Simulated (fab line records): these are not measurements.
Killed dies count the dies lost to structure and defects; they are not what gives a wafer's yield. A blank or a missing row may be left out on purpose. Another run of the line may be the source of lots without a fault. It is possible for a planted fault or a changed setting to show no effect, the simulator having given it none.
Check of tool commonality ; flow n5Finfet ; 10 lots and 29 wafers in the sample

## REASON FOR OPENING
At N5_PMOS_HMC_CHANNEL_EPI_OVL_MEAS_10 the reading PMOS_HMC_BLK_OVL is flagged on 2 of 10 lots. No-fault wafers: -0.7 nm, standard deviation 0.75.
Rule: a lot is flagged when every wafer of it that has a number lies more than 4 standard deviations from that mean, or none has a number. The rest of the lots are taken to be sound.

lot;measured;on;PMOS_HMC_BLK_OVL (nm), wafer by wafer;flag
L653;day 1 18:44;overlay-02;-0.1 0.2 0.4;
L654;day 1 23:33;overlay-02;-0.2 -0.4 -0.2;
L655;day 2 05:10;overlay-01;-0.9 -1.0 -1.3;
L657;day 2 17:26;overlay-02;-0.3 -1.2 0.2;
L662;day 3 23:11;overlay-02;0.5 0.4 -0.2;
L664;day 4 12:12;overlay-02;57.5 57.2 56.1;FLAGGED
L665;day 4 21:11;overlay-01;-0.3 -1.7 -0.7;
L671;day 6 05:08;overlay-02;58.5 59.6 58.5;FLAGGED
L674;day 6 23:38;overlay-01;-1.7 -0.5;
L675;day 7 05:17;overlay-02;-0.7 -0.4 0.1;
On average the flagged lots' numbers are 57.9 nm, which is +58.6 nm against the usual, or +78 standard deviations.

## LOT BY LOT: THE TOOL USED
The record holds 1 process step before the reading, out of a route of 1938 steps. In each cell: the tool, then ch and the chambers that the sampled wafers went through, then the start.
lot;flag;N5_PMOS_HMC_CHANNEL_EPI_EXPOSE_06
L653;;arfiScanner-02 ch 0, day 1 18:35
L654;;arfiScanner-03 ch 0, day 1 23:23
L655;;arfiScanner-02 ch 0, day 2 05:00
L657;;arfiScanner-03 ch 0, day 2 17:17
L662;;arfiScanner-03 ch 0, day 3 23:02
L664;FLAGGED;arfiScanner-03 ch 0, day 4 12:02
L665;;arfiScanner-01 ch 0, day 4 21:02
L671;FLAGGED;arfiScanner-03 ch 0, day 6 04:59
L674;;arfiScanner-01 ch 0, day 6 23:29
L675;;arfiScanner-02 ch 0, day 7 05:08
These steps, and what they do:
- N5_PMOS_HMC_CHANNEL_EPI_EXPOSE_06: exposes mask PMOS HMC BLK, target cd 240 nm.
- N5_PMOS_HMC_CHANNEL_EPI_OVL_MEAS_10

## FLAGGED OVER TOTAL, TOOL BY TOOL (the gauges that took the reading come last)
step;tool;lots run;flagged;share of the flagged lots;sound lots run after its first flagged lot
N5_PMOS_HMC_CHANNEL_EPI_EXPOSE_06;arfiScanner-01;2;0;none;-
N5_PMOS_HMC_CHANNEL_EPI_EXPOSE_06;arfiScanner-02;3;0;none;-
N5_PMOS_HMC_CHANNEL_EPI_EXPOSE_06;arfiScanner-03;5;2;all;0
N5_PMOS_HMC_CHANNEL_EPI_OVL_MEAS_10;overlay-01;3;0;none;-
N5_PMOS_HMC_CHANNEL_EPI_OVL_MEAS_10;overlay-02;7;2;all;1 (L675)

## WHAT THE TABLE ALLOWS
2 rows of the table ran every flagged lot: arfiScanner-03 at N5_PMOS_HMC_CHANNEL_EPI_EXPOSE_06, overlay-02 at N5_PMOS_HMC_CHANNEL_EPI_OVL_MEAS_10.
- arfiScanner-03 at N5_PMOS_HMC_CHANNEL_EPI_EXPOSE_06: 2 of its 5 lots flagged. Last sound lot L662 at day 3 23:02, first flagged lot L664 at day 4 12:02; a fault beginning in between fits.
- overlay-02 at N5_PMOS_HMC_CHANNEL_EPI_OVL_MEAS_10: 2 of its 7 lots flagged. Sound lots ran on it after the first flagged one (L675), which a lasting fault on the whole tool wouldn't allow.
Left over: one tool, arfiScanner-03 at N5_PMOS_HMC_CHANNEL_EPI_EXPOSE_06.

## WHAT THE SIMULATOR PUT IN
Scanner matching overlay: arfiScanner-03, from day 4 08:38 on, at N5_PMOS_HMC_CHANNEL_EPI_EXPOSE_06. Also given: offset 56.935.
Lots struck among those shown: L664, L671. The rule above reached the same finding.
